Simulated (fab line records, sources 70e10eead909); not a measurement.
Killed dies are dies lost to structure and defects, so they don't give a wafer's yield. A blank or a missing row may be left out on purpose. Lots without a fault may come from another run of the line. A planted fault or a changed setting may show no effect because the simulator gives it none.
fab line records | flow nand_harc | part 2 of 2: steps 27 to 32 of 32
record lots=5 wafers=15 last_day=25
route steps=1159 shown A_ONON_D1@436 A_CHANNEL_HOLE_D1@450
lots that met no fault: from a run of the same line without faults
start_h: hours from the record's first day to the start of the lot's first wafer shown | wait_h: hours since the lot's step before | " the same as in the row above | L1.1+2: a row that stands for several wafers | - no value, or no start given | * or withheld: withheld | < > ~ a bound
route shown NAME@n: a module of which the file shows steps, and the number in the route of the first | usual: mean/standard deviation of fault-free wafers | same: alike in all rows | chamber/n: place in a boat | sites: the reading at each site | _std_site: their standard deviation | _edge_site: outer sites' mean less inner sites' | radius_mm: how far each site lies from the wafer's centre | mask NAME#n: copy n | behind: the tool/chamber that last shaped the wafer | hold: why the lot was held/for how many hours/how that ended | device: the transistor (n, p or np) that didn't switch | end of line: the same wafers' tests at the end of the route | a step without rows: its recipe alone | killed: dies lost to structure and defects at the first sort, not the wafer's yield | map: a wafer's dies, x killed, . not, _ none there
set.NAME: the setting as run; set.NAME@STEP: as run at that earlier step | model.NAME: the simulator's own value behind a step, which no gauge read
lots at some steps of the route; a table a step, a row a wafer
services: from which hour (start_h, from the record's first day; less than 0 if before it) a tool's chamber was out of use, for how many hours, and why
## steps
# step NHARC_A_CHANNEL_HOLE_D1_OVL_MEAS_11
# usual overlay_x_nm=-0.1/0.85 overlay_y_nm=0.1/0.9
# columns lot.wafer tool chamber start_h wait_h overlay_x_nm overlay_y_nm
L079.2 overlay-01 - 204.30 - -0.9 0.1
L079.3 " - " " -0.7 -0.1
L079.5 " - " " -1.3 0.1
L081.3 overlay-01 - 216.74 - -0.1 -1.0
L081.4 " - " " -0.3 -1.3
L081.6 " - " " -0.3 -1.3
L082.3 overlay-02 - 227.68 - -0.2 0.0
L082.4 " - " " -0.1 -0.2
L082.6 " - " " -0.3 0.1
L093.2 overlay-02 - 290.46 - -1.3 0.8
L093.4 " - " " -1.1 0.8
L093.5 " - " " -1.3 0.3
L097.1 overlay-02 - 313.64 - -0.8 0.3
L097.2 " - " " -0.5 -0.4
L097.5 " - " " -0.8 -0.4
# step NHARC_A_CHANNEL_HOLE_D1_INSPECT_12
# usual raw_defect_count=5.6/2.8
# columns lot.wafer tool chamber start_h wait_h raw_defect_count
L079.2 defect_inspect-01 - 204.34 0.0 4
L079.3 " - " " 12
L079.5 " - " " 6
L081.3 defect_inspect-01 - 216.78 0.0 9
L081.4 " - " " 8
L081.6 " - " " 6
L082.3 defect_inspect-02 - 227.72 0.0 4
L082.4 " - " " 5
L082.6 " - " " 4
L093.2 defect_inspect-02 - 290.49 0.0 13
L093.4 " - " " 4
L093.5 " - " " 2
L097.1 defect_inspect-01 - 313.67 0.0 4
L097.2 " - " " 6
L097.5 " - " " 4
# step NHARC_A_CHANNEL_HOLE_D1_DESCUM_15
# recipe time_s=3 o2_flow_sccm=200 ar_flow_sccm=0 bias_power_w=0 chemistry=O2
# usual drypump_motor_current_A=5.8/0.31 oes_product_au=1.005/0.013 rf_vpp_V=57.8/0.81 showerhead_plenum_p_Torr=1.93/0.078 throttle_valve_pct=11.311/0.0097
# same time_s=3
# columns lot.wafer tool chamber start_h wait_h drypump_motor_current_A oes_product_au rf_hours_counter_h rf_vpp_V showerhead_plenum_p_Torr throttle_valve_pct
L079.2 rie_diel-11 2 204.42 0.1 5.8 1.002 0 57.3 1.86 11.311
L079.3 " 3 " " 5.3 1.009 0 57.4 2.04 11.321
L079.5 " 0 " " 6.3 1.002 - 59.1 1.93 11.286
L081.4 rie_diel-09 3 216.85 0.1 5.8 0.976 10 57.0 1.95 11.306
L081.3 " 0 " " 5.5 0.988 9 58.4 1.80 11.304
L081.6 " 3 " " 5.8 0.987 - 59.6 1.95 11.293
L082.4 rie_diel-12 3 227.78 0.1 5.6 1.002 1 58.5 1.99 11.294
L082.3 " 0 " " 5.6 0.986 1 58.6 2.07 11.303
L082.6 " 0 " " 5.5 0.990 - 58.8 2.07 11.315
L093.2 rie_diel-12 2 290.56 0.1 6.1 1.023 6 57.0 1.91 11.289
L093.4 " 1 " " 6.2 1.009 - 57.3 1.80 11.319
L093.5 " 3 " " 5.6 1.003 - 58.5 1.99 11.320
L097.1 rie_diel-11 1 313.74 0.1 5.7 1.018 8 58.2 1.93 11.304
L097.2 " 2 " " 5.9 0.992 7 57.8 1.86 11.312
L097.5 " 1 " " 5.7 1.008 - 57.7 1.93 11.307
# step NHARC_A_CHANNEL_HOLE_D1_ETCH_38
# recipe target_depth_a=390 over_etch_frac=0.3 time_s=65 ion_energy_ev=80 cf4_flow_sccm=150 ar_flow_sccm=0 rf_w=300 bias_w=100 chemistry=CF4
# usual drypump_motor_current_A=5.8/0.32 oes_product_au=1.003/0.011 rf_vpp_V=151.5/1.2 showerhead_plenum_p_Torr=1.79/0.069 throttle_valve_pct=13.284/0.01
# same time_s=65
# columns lot.wafer tool chamber start_h wait_h drypump_motor_current_A oes_product_au rf_hours_counter_h rf_vpp_V showerhead_plenum_p_Torr throttle_valve_pct
L079.2 rie_diel-11 1 204.49 0.1 5.6 1.008 0 150.6 1.78 13.283
L079.3 " 2 " " 5.9 0.994 0 151.4 1.72 13.261
L079.5 " 1 " " 5.7 1.018 - 151.5 1.78 13.292
L081.4 rie_diel-09 1 216.93 0.1 5.8 0.992 9 152.6 1.84 13.279
L081.3 " 3 " " 5.8 0.986 10 152.8 1.80 13.276
L081.6 " 1 " " 5.8 1.003 - 152.1 1.84 13.278
L082.3 rie_diel-12 1 227.86 0.1 6.2 1.003 1 149.6 1.67 13.285
L082.4 " 2 " " 6.2 1.009 1 152.4 1.77 13.282
L082.6 " 1 " " 6.2 1.003 - 150.0 1.67 13.279
L093.2 rie_diel-12 2 290.65 0.1 6.1 1.003 6 151.8 1.76 13.279
L093.4 " 3 " " 5.6 0.991 - 151.5 1.84 13.285
L093.5 " 1 " " 6.2 1.007 - 148.8 1.67 13.279
L097.1 rie_diel-11 3 313.83 0.1 5.3 1.016 7 153.6 1.88 13.286
L097.2 " 0 " " 6.3 0.999 9 151.0 1.78 13.289
L097.5 " 3 " " 5.3 1.015 - 152.2 1.88 13.297
# step NHARC_A_CHANNEL_HOLE_D1_ETCH_39
# recipe target_depth_a=2600 over_etch_frac=0.3 time_s=325 ion_energy_ev=200 n2_flow_sccm=150 h2_flow_sccm=150 ar_flow_sccm=0 rf_w=400 bias_w=150 chemistry=N2/H2
# usual drypump_motor_current_A=5.8/0.32 oes_product_au=1.006/0.012 rf_vpp_V=431.3/2.5 showerhead_plenum_p_Torr=2.06/0.09 throttle_valve_pct=14.170/0.0088
# same time_s=325
# columns lot.wafer tool chamber start_h wait_h drypump_motor_current_A oes_product_au rf_hours_counter_h rf_vpp_V showerhead_plenum_p_Torr throttle_valve_pct
L079.2 rie_diel-11 3 - - 5.3 1.005 0 434.7 2.18 14.172
L079.3 " 1 " " 5.7 1.023 0 430.9 2.06 14.172
L079.5 " 3 " " 5.3 1.017 - 433.3 2.18 14.182
L081.3 rie_diel-09 0 - - 5.5 0.995 9 427.9 1.92 14.173
L081.4 " 1 " " 5.8 1.000 9 433.2 2.13 14.156
L081.6 " 0 " " 5.5 0.997 - 427.0 1.92 14.157
L082.3 rie_diel-12 2 - - 6.1 1.008 1 431.4 2.04 14.179
L082.4 " 3 " " 5.6 1.009 1 432.4 2.13 14.160
L082.6 " 0 " " 5.6 0.996 - 436.2 2.21 14.161
L093.2 rie_diel-12 3 - - 5.6 1.014 6 431.5 2.13 14.183
L093.4 " 2 " " 6.1 1.016 - 430.5 2.04 14.179
L093.5 " 3 " " 5.6 1.006 - 432.6 2.13 14.148
L097.1 rie_diel-11 0 - - 6.3 1.015 9 430.9 2.06 14.164
L097.2 " 3 " " 5.3 1.022 7 433.0 2.18 14.158
L097.5 " 1 " " 5.7 1.018 - 429.2 2.06 14.156
# step NHARC_A_CHANNEL_HOLE_D1_ETCH_34
# recipe target_depth_a=1540 time_s=77 cf4_flow_sccm=100 chf3_flow_sccm=30 ar_flow_sccm=0 rf_w=500 bias_w=200 chemistry=CF4/CHF3
# usual chf3_flow_sccm=30.00/0.083 drypump_motor_current_A=5.8/0.31 oes_product_au=0.951/0.025 rf_vpp_V=371.1/2.2 showerhead_plenum_p_Torr=1.59/0.062 throttle_valve_pct=16.802/0.0084
# same time_s=77
# columns lot.wafer tool chamber start_h wait_h chf3_flow_sccm drypump_motor_current_A oes_product_au rf_hours_counter_h rf_vpp_V showerhead_plenum_p_Torr throttle_valve_pct
L079.2 rie_diel-11 2 - - 29.92 5.8 0.982 0 368.8 1.53 16.794
L079.3 " 3 " " 29.96 5.3 0.985 0 374.5 1.67 16.807
L079.5 " 1 " " 29.88 5.7 0.975 - 370.7 1.59 16.813
L081.4 rie_diel-09 3 - - 29.97 5.8 0.916 10 370.8 1.60 16.804
L081.3 " 2 " " 30.01 6.1 0.909 10 371.5 1.64 16.801
L081.6 " 0 " " 29.96 5.5 0.927 - 365.4 1.49 16.780
L082.4 rie_diel-12 0 - - 30.03 5.6 0.950 1 375.2 1.69 16.805
L082.3 " 2 " " 30.03 6.2 0.995 1 369.6 1.57 16.797
L082.6 " 0 " " 29.98 5.6 0.952 - 375.2 1.69 16.802
L093.2 rie_diel-12 2 - - 30.02 6.1 0.971 6 372.0 1.57 16.798
L093.4 " 2 " " 30.07 6.1 0.971 - 371.1 1.57 16.813
L093.5 " 1 " " 30.02 6.2 0.970 - 367.9 1.49 16.822
L097.1 rie_diel-11 1 - - 29.95 5.7 0.919 8 370.8 1.59 16.805
L097.2 " 0 " " 30.03 6.3 0.930 9 371.6 1.59 16.805
L097.5 " 2 " " 30.02 5.8 0.912 - 368.6 1.53 16.789
## services
# columns tool chamber start_h hours kind
rie_diel-11 - 189.50 9.0 pm
pecvd-04 - 195.00 13.0 pm
pecvd_onon-01 - 195.00 13.0 pm
arfi_scanner-01 - 196.00 4.0 pm
rie_diel-12 - 202.44 9.0 pm
pecvd_onon-02 - 207.52 1.5 repair
pecvd-03 1 211.71 5.7 repair
acl_dep-03 - 225.88 13.0 pm
rie_diel-09 - 230.84 2.3 repair
pecvd-01 - 237.00 13.0 pm
pecvd-04 - 240.46 0.5 repair
pecvd-03 2 245.31 16.2 repair
rie_diel-09 - 254.10 9.0 pm
rie_diel-11 3 259.25 11.1 repair
litho_track-01 - 268.00 7.0 pm
arfi_scanner-03 - 286.96 5.4 repair
pecvd-02 - 288.16 1.5 repair
rie_diel-12 0 290.22 2.2 repair
litho_track-06 - 292.00 7.0 pm
pecvd-03 - 292.05 13.0 pm
pecvd_onon-02 - 292.10 13.0 pm
acl_dep-01 - 294.18 13.0 pm
pecvd-02 1 299.99 7.7 repair
arfi_scanner-03 - 312.00 4.0 pm
